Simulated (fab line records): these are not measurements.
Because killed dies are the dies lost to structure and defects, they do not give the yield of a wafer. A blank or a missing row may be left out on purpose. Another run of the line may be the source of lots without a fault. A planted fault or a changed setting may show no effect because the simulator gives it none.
Lot-split experiment :: flow n5-finfet :: route with 1938 steps; 7 lots, 21 wafers read

## SPLIT DETAILS
At N5_BEOL_M10_PECVD_70 (deposits SiO2 from TEOS/O2, target thk 20 nm, time 22.7 s), the setting temp-c was moved away from the recipe's 400 C on 4 of the 21 wafers read, by -4.2% to +1.5%. This setting was run at the recipe's value on the other wafers.

## FROM THE SPLIT TO THE READING: what the file shows between them, 3 steps
- N5_BEOL_M10_HM_DEP_02: deposits TiN, target thk 20 nm
- N5_BEOL_M10_COAT_59: time 60 s, resist thk 100 nm
- N5_BEOL_M10_STRIP_77: strips in N2/H2, time 10 s

## THE READING
SiO2_of_BEOL_M10_PECVD_70.thk-nm (the simulator's own value, which no gauge read), in nm, at N5_BEOL_M10_HM_STRIP_39 (strips TiN in peroxide tin strip, target depth 25 nm, time 158 s). No usual value for it is given in the file. Average 19.9 nm, standard deviation 0.27 nm, over the 17 wafers here run with the recipe.

wafer: L075.2
tool, chamber at the split: pecvd-02, 2
temp-c as run, C: 400
against the recipe: recipe
SiO2_of_BEOL_M10_PECVD_70.thk-nm, nm: 19.6
against lot-mates on the recipe: -

wafer: L075.4
tool, chamber at the split: pecvd-02, 1
temp-c as run, C: 400
against the recipe: recipe
SiO2_of_BEOL_M10_PECVD_70.thk-nm, nm: 20.4
against lot-mates on the recipe: -

wafer: L075.5
tool, chamber at the split: pecvd-02, 2
temp-c as run, C: 400
against the recipe: recipe
SiO2_of_BEOL_M10_PECVD_70.thk-nm, nm: 20
against lot-mates on the recipe: -

wafer: L081.4
tool, chamber at the split: pecvd-03, 0,2
temp-c as run, C: 400
against the recipe: recipe
SiO2_of_BEOL_M10_PECVD_70.thk-nm, nm: 19.8
against lot-mates on the recipe: -

wafer: L081.5
tool, chamber at the split: pecvd-03, 0,2
temp-c as run, C: 400
against the recipe: recipe
SiO2_of_BEOL_M10_PECVD_70.thk-nm, nm: 19.8
against lot-mates on the recipe: -

wafer: L081.6
tool, chamber at the split: pecvd-03, 1
temp-c as run, C: 400
against the recipe: recipe
SiO2_of_BEOL_M10_PECVD_70.thk-nm, nm: 20
against lot-mates on the recipe: -

wafer: L082.2
tool, chamber at the split: pecvd-03, 2,0
temp-c as run, C: 400
against the recipe: recipe
SiO2_of_BEOL_M10_PECVD_70.thk-nm, nm: 19.4
against lot-mates on the recipe: -

wafer: L082.3
tool, chamber at the split: pecvd-03, 2,0
temp-c as run, C: 400
against the recipe: recipe
SiO2_of_BEOL_M10_PECVD_70.thk-nm, nm: 19.6
against lot-mates on the recipe: -

wafer: L082.6
tool, chamber at the split: pecvd-03, 1
temp-c as run, C: 400
against the recipe: recipe
SiO2_of_BEOL_M10_PECVD_70.thk-nm, nm: 19.6
against lot-mates on the recipe: -

wafer: L085.1
tool, chamber at the split: pecvd-02, 1
temp-c as run, C: 383.2
against the recipe: -4.2%
SiO2_of_BEOL_M10_PECVD_70.thk-nm, nm: 22
against lot-mates on the recipe: +2.2

wafer: L085.2
tool, chamber at the split: pecvd-02, 0
temp-c as run, C: 400
against the recipe: recipe
SiO2_of_BEOL_M10_PECVD_70.thk-nm, nm: 19.8
against lot-mates on the recipe: -

wafer: L085.5
tool, chamber at the split: pecvd-02, 1
temp-c as run, C: 383.2
against the recipe: -4.2%
SiO2_of_BEOL_M10_PECVD_70.thk-nm, nm: 22.6
against lot-mates on the recipe: +2.8

wafer: L088.2
tool, chamber at the split: pecvd-02, 1,0
temp-c as run, C: 400
against the recipe: recipe
SiO2_of_BEOL_M10_PECVD_70.thk-nm, nm: 19.8
against lot-mates on the recipe: -

wafer: L088.5
tool, chamber at the split: pecvd-02, 1
temp-c as run, C: 400
against the recipe: recipe
SiO2_of_BEOL_M10_PECVD_70.thk-nm, nm: 20.4
against lot-mates on the recipe: -

wafer: L088.6
tool, chamber at the split: pecvd-02, 1,0
temp-c as run, C: 400
against the recipe: recipe
SiO2_of_BEOL_M10_PECVD_70.thk-nm, nm: 20
against lot-mates on the recipe: -

wafer: L093.2
tool, chamber at the split: pecvd-04, 1,2
temp-c as run, C: 400
against the recipe: recipe
SiO2_of_BEOL_M10_PECVD_70.thk-nm, nm: 20
against lot-mates on the recipe: -

wafer: L093.4
tool, chamber at the split: pecvd-04, 1,2
temp-c as run, C: 400
against the recipe: recipe
SiO2_of_BEOL_M10_PECVD_70.thk-nm, nm: 20
against lot-mates on the recipe: -

wafer: L093.6
tool, chamber at the split: pecvd-04, 0
temp-c as run, C: 400
against the recipe: recipe
SiO2_of_BEOL_M10_PECVD_70.thk-nm, nm: 20.2
against lot-mates on the recipe: -

wafer: L095.1
tool, chamber at the split: pecvd-04, 0
temp-c as run, C: 405.9
against the recipe: +1.5%
SiO2_of_BEOL_M10_PECVD_70.thk-nm, nm: 19
against lot-mates on the recipe: -0.6

wafer: L095.3
tool, chamber at the split: pecvd-04, 2
temp-c as run, C: 400
against the recipe: recipe
SiO2_of_BEOL_M10_PECVD_70.thk-nm, nm: 19.6
against lot-mates on the recipe: -

wafer: L095.4
tool, chamber at the split: pecvd-04, 0
temp-c as run, C: 405.9
against the recipe: +1.5%
SiO2_of_BEOL_M10_PECVD_70.thk-nm, nm: 19.6
against lot-mates on the recipe: +0.0
Rows listing several chambers each stand for several wafers; the file does not say which wafer went through which chamber.

THE FIT
A straight line over all 21 wafers: SiO2_of_BEOL_M10_PECVD_70.thk-nm changes by -0.551 nm for each +1% of temp-c; r = -0.93; the points scatter about the line by 0.3 nm.
The same after taking each lot's own level away (the mean of its wafers on the recipe; 21 wafers): -0.543 nm for each +1%; r = -0.94; scatter 0.28 nm.
That fit puts the effect of the largest move of temp-c on the reading at 2.3 nm.
From 19.53 to 20.07 nm: that is the span of the lots' own levels, equal to 1.9 times the standard deviation above.
Consequently the slope shifts little with the lot-to-lot level, the two slopes agreeing.
Check: for one of the wafers moved furthest among these (-4.2%), held out of the fit, the line's prediction against its lot-mates is +2.47 nm. It came out at +2.2 nm against them.

## FURTHER SPLITS ON THESE WAFERS
These wafers also went through other splits before the reading. Each is held against what the fit with the lots' levels taken away leaves over:
other split on the same wafers: N5_BEOL_M9_EXPOSE_25 dose-mj
wafers away from the commonest value: 7
r with SiO2_of_BEOL_M10_PECVD_70.thk-nm (lot level and that fit taken away): -0.03

other split on the same wafers: N5_BEOL_M9_ETCH_66 bias-w
wafers away from the commonest value: 9
r with SiO2_of_BEOL_M10_PECVD_70.thk-nm (lot level and that fit taken away): +0.09

other split on the same wafers: N5_BEOL_M10_ILD_DEP_00 time-s
wafers away from the commonest value: 9
r with SiO2_of_BEOL_M10_PECVD_70.thk-nm (lot level and that fit taken away): +0.03

## THE WHOLE CHAIN: every reading that the file lists as answering this split, in the file's order
step: N5_BEOL_M10_PECVD_70
what it does: deposits SiO2 from TEOS/O2, target thk 20 nm, time 22.7 s
reading: SiO2_of_BEOL_M10_PECVD_70.thk-nm (the simulator's own value, which no gauge read)
change (the file's fit): -0.531 nm for each +1% of the setting
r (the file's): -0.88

step: N5_BEOL_M10_HM_STRIP_39
what it does: strips TiN in peroxide tin strip, target depth 25 nm, time 158 s
reading: SiO2_of_BEOL_M10_PECVD_70.thk-nm (the simulator's own value, which no gauge read)
change (the file's fit): -0.552 nm for each +1% of the setting
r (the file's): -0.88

## THE FILE'S OWN FIT
SiO2_of_BEOL_M10_PECVD_70.thk-nm changes by -0.552 nm for each +1% of temp-c, r = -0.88.
